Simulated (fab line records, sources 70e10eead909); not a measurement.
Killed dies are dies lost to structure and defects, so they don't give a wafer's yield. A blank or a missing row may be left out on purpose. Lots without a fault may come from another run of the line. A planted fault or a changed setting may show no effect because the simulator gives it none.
A struck lot beside a sound one | flow nand_harc | 15 steps out of a route of 1159
Sound: wafers L479.2, L479.4, L479.6. Struck: wafers L474.1, L474.2, L474.6. The cause comes at the end.
At each step with rows: each side's tool, then ch and its chambers, then its first start. Under that, the readings that differ: sound wafers | struck wafers | difference of the means | sigmas: that difference in standard deviations of wafers without a fault.
alike: readings whose means differ by less than 2 such deviations, and words and numbers that are the same on both sides. not compared: withheld readings, readings that some wafer has no value for, bounds like >300 that may hide the same value, and numbers for which the record gives no deviation and whose values overlap.
The two part at a step that has a row with sigmas, a row that says differs or no value, or rows on one side only. Numbers that don't overlap but have no deviation are shown without sigmas and don't part them. A reading that every wafer of one side lacks parts them only if that side has two wafers or more.

first, 8 steps without rows for these wafers: NHARC_A_BONDPAD_HMDS_02 (time 30 s); NHARC_A_BONDPAD_COAT_33 (time 65 s); NHARC_A_BONDPAD_COAT_03 (resist thk 600 nm); NHARC_A_BONDPAD_SOFTBAKE_04 (time 70 s); NHARC_A_BONDPAD_EBR_05; NHARC_A_BONDPAD_EXPOSE_06 (exposes mask A BPAD); NHARC_A_BONDPAD_PEB_07 (peb time 80 s); NHARC_A_BONDPAD_DEVELOP_08 (time 50 s).
NHARC_A_BONDPAD_CD_MEAS_09: target cd 500 nm.
  sound on cd_sem-02 ch 0, day 23 07:35; struck on cd_sem-01 ch 0, day 22 07:29
  alike: cd_nm
NHARC_A_BONDPAD_OVL_MEAS_35:
  sound on overlay-01, day 23 07:40; struck on overlay-02, day 22 07:34
  reading           | sound    | struck | difference | sigmas
  overlay_y_nm (nm) | -4 -4 -4 | 5 5 6  | +9         | +2
  alike: overlay_x_nm
then, 1 step without rows for these wafers: NHARC_A_BONDPAD_HARDBAKE_10 (time 65 s).
NHARC_A_BONDPAD_DESCUM_11: chemistry O2, time 3 s.
  sound on rie_diel-05 ch 0,2,3, day 23 07:49; struck on rie_diel-05 ch 1,2,3, day 22 07:43
  alike: chamber_pressure_mTorr, drypump_motor_current_A, oes_product_au, rf_vpp_V, showerhead_plenum_p_Torr, throttle_valve_pct
  not compared: rf_hours_counter_h
NHARC_A_BONDPAD_ETCH_34: etches the open film in N2/H2, target depth 60 nm, overetch 18 nm, time 65.91 s.
  sound on rie_diel-05 ch 0,2,3, day 23 07:57; struck on rie_diel-05 ch 0,2,3, day 22 07:47
  no value came back on the struck wafers for any of 7 readings (bias_w (W), chamber_pressure_mTorr (mTorr) and others); on the sound wafers bias_w (W) reads 149.9 150.1 150.3
  not compared: rf_hours_counter_h
NHARC_A_BONDPAD_ETCH_12: etches the open film in CHF3/O2, target depth 220 nm, time 110 s.
  sound on rie_diel-05 ch 0,1; struck on rie_diel-05 ch 1,2,3, day 22 07:57
  alike: bias_w, chamber_pressure_mTorr, drypump_motor_current_A, oes_product_au, rf_vpp_V, showerhead_plenum_p_Torr, throttle_valve_pct
  not compared: rf_hours_counter_h
NHARC_END_SORT_01:
  the record has rows for the struck wafers here (prober-02 ch 0, day 23 16:05) and none for the sound ones

WHERE THEY PART
First at NHARC_A_BONDPAD_OVL_MEAS_35; last, within this record, at NHARC_END_SORT_01.

WHY: what the simulator had put in
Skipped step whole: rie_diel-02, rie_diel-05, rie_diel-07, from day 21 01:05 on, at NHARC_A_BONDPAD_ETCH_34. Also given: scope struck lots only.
